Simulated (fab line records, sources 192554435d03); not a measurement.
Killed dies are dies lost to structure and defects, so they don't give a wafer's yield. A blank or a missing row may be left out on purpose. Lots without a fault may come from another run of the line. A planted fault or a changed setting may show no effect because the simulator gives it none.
fab line records | flow n5_finfet
record lots=11 wafers=33 last_day=17
route steps=1938 shown BEOL_M6@1207
lots that met no fault: from a run of the same line without faults
start_h: hours from the record's first day to the start of the lot's first wafer shown | wait_h: hours since the lot's step before | " the same as in the row above | L1.1+2: a row that stands for several wafers | - no value, or no start given | * or withheld: withheld | < > ~ a bound
route shown NAME@n: a module of which the file shows steps, and the number in the route of the first | usual: mean/standard deviation of fault-free wafers | same: alike in all rows | chamber/n: place in a boat | sites: the reading at each site | _std_site: their standard deviation | _edge_site: outer sites' mean less inner sites' | radius_mm: how far each site lies from the wafer's centre | mask NAME#n: copy n | behind: the tool/chamber that last shaped the wafer | hold: why the lot was held/for how many hours/how that ended | device: the transistor (n, p or np) that didn't switch | end of line: the same wafers' tests at the end of the route | a step without rows: its recipe alone | killed: dies lost to structure and defects at the first sort, not the wafer's yield | map: a wafer's dies, x killed, . not, _ none there
set.NAME: the setting as run; set.NAME@STEP: as run at that earlier step | model.NAME: the simulator's own value behind a step, which no gauge read
steps of the route over a sample of lots; a table a step, a row a wafer
services: from which hour (start_h, from the record's first day; less than 0 if before it) a tool's chamber was out of use, for how many hours, and why
## steps
# step N5_BEOL_M6_CD_MEAS_11
# recipe target_cd_nm=38.5 landing_energy_ev=500 detector=se_inlens polarity=opening
# usual cd_nm=38.5/0.52
# columns lot.wafer tool chamber start_h wait_h cd_nm
L319.1 cd_sem-02 0 185.47 - 39.1
L319.2 " 0 " " 38.4
L319.3 " 0 " " 38.2
L320.1 cd_sem-01 0 188.65 - 38.2
L320.2 " 0 " " 37.9
L320.4 " 0 " " 39.2
L324.4 cd_sem-02 0 210.15 - 38.7
L324.5 " 0 " " 38.3
L324.6 " 0 " " 38.3
L325.3 cd_sem-02 0 220.88 - 38.7
L325.4 " 0 " " 39.1
L325.5 " 0 " " 38.4
L326.1 cd_sem-01 0 228.70 - 38.2
L326.2 " 0 " " 38.1
L326.6 " 0 " " 38.5
L327.2 cd_sem-02 0 232.00 - 38.2
L327.4 " 0 " " 39.0
L327.6 " 0 " " 39.2
L334.3 cd_sem-02 0 293.99 - 38.5
L334.5 " 0 " " 37.8
L334.6 " 0 " " 39.4
L335.1 cd_sem-02 0 296.32 - 38.7
L335.4 " 0 " " 38.2
L335.5 " 0 " " 37.6
L338.1 cd_sem-02 0 316.49 - 38.8
L338.2 " 0 " " 38.3
L338.6 " 0 " " 38.9
L339.3 cd_sem-01 0 326.54 - 38.5
L339.5 " 0 " " 38.8
L339.6 " 0 " " 37.5
L340.1 cd_sem-01 0 330.55 - 38.5
L340.4 " 0 " " 39.5
L340.6 " 0 " " 38.6
# step N5_BEOL_M6_EXPOSE_25
# recipe mask_id=V5 na=0.33 source_shape=annular sigma_inner=0.4 sigma_outer=0.8 polarization=unpolarized target_cd_nm=40 dose_mj=45
# usual exposure_dose_mJ_cm2=44.98/0.047
# same sigma_inner=0.4
# columns lot.wafer tool chamber start_h wait_h mask exposure_dose_mJ_cm2
L319.1 euv_scanner-02 0 187.14 - V5#0 44.98
L319.2 " 0 " " V5#0 44.98
L319.3 " 0 " " V5#0 44.95
L320.1 euv_scanner-01 0 190.42 - V5#0 45.08
L320.2 " 0 " " V5#0 45.00
L320.4 " 0 " " V5#0 45.00
L324.4 euv_scanner-02 0 211.64 - V5#0 44.13
L324.5 " 0 " " V5#0 44.08
L324.6 " 0 " " V5#0 44.03
L325.3 euv_scanner-02 0 222.30 - V5#0 44.26
L325.4 " 0 " " V5#0 44.26
L325.5 " 0 " " V5#0 44.23
L326.1 euv_scanner-02 0 230.76 - V5#0 44.35
L326.2 " 0 " " V5#0 44.34
L326.6 " 0 " " V5#0 44.38
L327.2 euv_scanner-01 0 233.55 - V5#0 45.04
L327.4 " 0 " " V5#0 44.93
L327.6 " 0 " " V5#0 44.99
L334.3 euv_scanner-01 0 294.91 - V5#0 44.88
L334.5 " 0 " " V5#0 44.93
L334.6 " 0 " " V5#0 44.86
L335.1 euv_scanner-01 0 297.95 - V5#0 44.99
L335.4 " 0 " " V5#0 45.00
L335.5 " 0 " " V5#0 44.94
L338.1 euv_scanner-01 0 321.99 - V5#0 44.97
L338.2 " 0 " " V5#0 45.01
L338.6 " 0 " " V5#0 44.96
L339.3 euv_scanner-01 0 328.71 - V5#0 44.95
L339.5 " 0 " " V5#0 44.92
L339.6 " 0 " " V5#0 45.00
L340.1 euv_scanner-01 0 332.84 - V5#0 44.95
L340.4 " 0 " " V5#0 44.96
L340.6 " 0 " " V5#0 44.97
# step N5_BEOL_M6_OVL_MEAS_29
# recipe points_per_wafer=522
# usual V5_OVL=0.0/0.78
# columns lot.wafer tool chamber start_h wait_h V5_OVL[nm]
L319.1 overlay-02 0 187.30 0.0 -0.3
L319.2 " 0 " " 0.3
L319.3 " 0 " " -0.5
L320.1 overlay-02 0 190.58 0.0 1.5
L320.2 " 0 " " -0.4
L320.4 " 0 " " -0.3
L324.4 overlay-02 0 211.80 0.0 -0.3
L324.5 " 0 " " -0.5
L324.6 " 0 " " -0.7
L325.3 overlay-02 0 222.46 0.0 -1.2
L325.4 " 0 " " -1.2
L325.5 " 0 " " -0.3
L326.1 overlay-02 0 230.92 0.0 -0.3
L326.2 " 0 " " 0.9
L326.6 " 0 " " -0.3
L327.2 overlay-02 0 233.71 0.0 0.3
L327.4 " 0 " " 0.8
L327.6 " 0 " " 1.4
L334.3 overlay-01 0 295.07 0.0 -0.6
L334.5 " 0 " " -0.7
L334.6 " 0 " " 1.8
L335.1 overlay-01 0 298.12 0.0 1.0
L335.4 " 0 " " -1.2
L335.5 " 0 " " 0.5
L338.1 overlay-02 0 322.16 0.0 -0.1
L338.2 " 0 " " 0.2
L338.6 " 0 " " 0.7
L339.3 overlay-02 0 328.88 0.0 1.0
L339.5 " 0 " " 0.5
L339.6 " 0 " " -0.3
L340.1 overlay-02 0 333.00 0.0 -0.2
L340.4 " 0 " " 0.6
L340.6 " 0 " " 0.0
# step N5_BEOL_M6_ETCH_65
# recipe chemistry=CF4 target=SiARC target_depth_a=156 mask_material=CAR-EUV time_s=26 ion_energy_ev=80 pressure_mtorr=40 source_w=545 bias_w=36 Ar_flow_sccm=100 cf4_flow_sccm=100 ends=cleared
# usual bias_w=36.02/0.1 drypump_motor_current_A=5.9/0.48 etch_rf_on_time_s=26.0/0.63 oes_product_au=0.67/0.092 rf_vpp_V=184.0/1.2 showerhead_plenum_p_Torr=2.14/0.072 throttle_valve_pct=15.55/0.22
# columns lot.wafer tool chamber start_h wait_h bias_w drypump_motor_current_A etch_rf_on_time_s oes_product_au rf_hours_counter_h rf_vpp_V showerhead_plenum_p_Torr throttle_valve_pct
L319.1 rie_diel-05 2 188.39 0.0 35.86 6.0 26.1 0.58 243 182.4 2.03 15.83
L319.2 " 0 " " 35.84 5.8 26.2 0.58 238 182.4 2.02 15.56
L319.3 " 3 " " 36.01 6.1 26.8 0.59 229 184.8 2.20 15.48
L320.1 rie_diel-05 0 190.73 0.0 36.00 5.9 26.3 0.58 239 182.1 2.02 15.57
L320.2 " 1 " " 36.14 5.0 26.5 0.60 194 184.9 2.13 15.49
L320.4 " 2 " " 36.00 6.0 26.1 0.59 244 183.6 2.03 15.84
L324.4 rie_diel-03 1 211.93 0.0 35.87 6.6 25.0 0.73 73 183.8 2.09 15.34
L324.5 " 0 " " 35.95 5.3 26.4 0.60 - 183.5 2.13 15.73
L324.6 " 1 " " 35.96 6.6 24.9 0.73 - 182.8 2.09 15.31
L325.3 rie_diel-03 1 222.60 0.0 36.06 6.6 25.3 0.71 77 183.4 2.09 15.33
L325.4 " 2 " " 36.14 6.0 26.5 0.59 240 184.7 2.19 16.11
L325.5 " 3 " " 36.29 5.5 25.7 0.74 - 183.5 2.11 15.63
L326.1 rie_diel-04 0 231.07 0.0 35.97 6.6 27.2 0.58 221 184.0 2.20 15.49
L326.2 " 2 " " 36.00 6.3 25.9 0.59 233 182.5 2.11 15.98
L326.6 " 2 " " 36.08 6.3 25.8 0.59 - 184.4 2.11 15.97
L327.2 rie_diel-05 3 233.85 0.0 36.10 6.1 26.6 0.59 248 184.1 2.19 15.51
L327.4 " 3 " " 36.15 6.2 26.5 0.59 - 184.2 2.19 15.51
L327.6 " 1 " " 36.05 5.0 26.8 0.60 - 184.6 2.12 15.52
L334.3 rie_diel-04 1 295.20 0.0 36.13 6.1 25.9 0.80 12 184.6 2.18 15.04
L334.5 " 3 " " 36.04 6.1 27.1 0.63 - 184.2 2.06 15.45
L334.6 " 2 " " 35.96 6.3 26.0 0.83 - 184.7 2.10 15.48
L335.1 rie_diel-03 0 298.51 0.0 35.88 5.3 26.7 0.59 232 185.7 2.12 15.77
L335.4 " 2 " " 35.94 6.0 25.8 0.81 10 184.7 2.18 15.67
L335.5 " 0 " " 35.86 5.4 26.6 0.58 - 183.3 2.12 15.79
L338.1 rie_diel-03 3 322.53 0.0 36.07 5.5 25.8 0.70 91 182.6 2.10 15.72
L338.2 " 0 " " 36.20 5.4 26.5 0.58 240 183.5 2.12 15.80
L338.6 " 0 " " 36.04 5.3 26.6 0.58 - 182.9 2.12 15.80
L339.3 rie_diel-03 3 329.23 0.0 36.02 5.5 25.6 0.70 93 183.7 2.10 15.72
L339.5 " 3 " " 35.94 5.5 25.4 0.70 - 182.3 2.10 15.71
L339.6 " 0 " " 36.09 5.4 26.4 0.58 - 183.4 2.11 15.81
L340.1 rie_diel-05 2 333.15 0.0 35.94 6.0 25.4 0.76 44 184.4 2.27 15.46
L340.4 " 0 " " 36.11 5.9 25.5 0.78 - 186.2 2.26 15.13
L340.6 " 2 " " 36.19 6.0 25.0 0.77 - 184.9 2.27 15.46
## services
# columns tool chamber start_h hours kind
euv_scanner-01 - 169.72 1.0 pm
euv_scanner-02 - 170.70 1.0 pm
euv_scanner-02 - 171.71 4.6 pm
rie_diel-05 - 172.74 15.6 pm
euv_scanner-01 0 186.89 - calibration
euv_scanner-01 - 210.59 8.0 pm
euv_scanner-02 - 212.95 0.6 repair
euv_scanner-01 - 218.59 1.0 pm
rie_diel-04 - 223.43 2.3 repair
euv_scanner-02 - 229.53 1.0 pm
rie_diel-03 1 242.80 8.4 repair
rie_diel-03 2 252.65 - clean
rie_diel-03 2 252.65 - consumable_replace:focus_ring
rie_diel-04 3 254.77 12.9 repair
euv_scanner-01 - 255.63 12.0 pm
euv_scanner-01 - 267.63 5.8 pm
euv_scanner-01 - 277.00 1.2 repair
euv_scanner-02 - 285.68 1.0 pm
euv_scanner-02 - 301.95 4.6 pm
rie_diel-03 3 308.90 6.4 repair
rie_diel-04 3 323.50 7.8 repair
euv_scanner-01 - 324.13 1.0 pm
rie_diel-04 0 329.44 10.8 repair
rie_diel-03 0 331.16 12.6 repair
## key
first_sign step=N5_BEOL_M6_EXPOSE_25 reading=exposure_dose_mJ_cm2 direction=down sigmas=16 usual=44.98 struck=44.23
effect none on later readings
met_at N5_BEOL_M6_EXPOSE_25
struck_lots L324,L325,L326
rows_end L326.1,L326.2,L326.6
loop_trim step=N5_BEOL_M6_EXPOSE_25 setting=dose lots=L324,L325,L326
not_acting_at N5_BEOL_M6_CD_MEAS_11,N5_BEOL_M6_OVL_MEAS_29,N5_BEOL_M6_ETCH_65
onset_between 187.14 211.64
fault kind=process_parameter_drift tool=euv_scanner-02 chamber=- onset_h=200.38 steps=N5_BEOL_M6_EXPOSE_25 channel=dose_mj offset=-1.1866 shape=step acts_in=these_recipes_only stated=45
# rows_end: these wafers met a further fault down the route, and their rows from its step on are left out
# loop_trim: a control loop set the setting to another value than it would have without faults
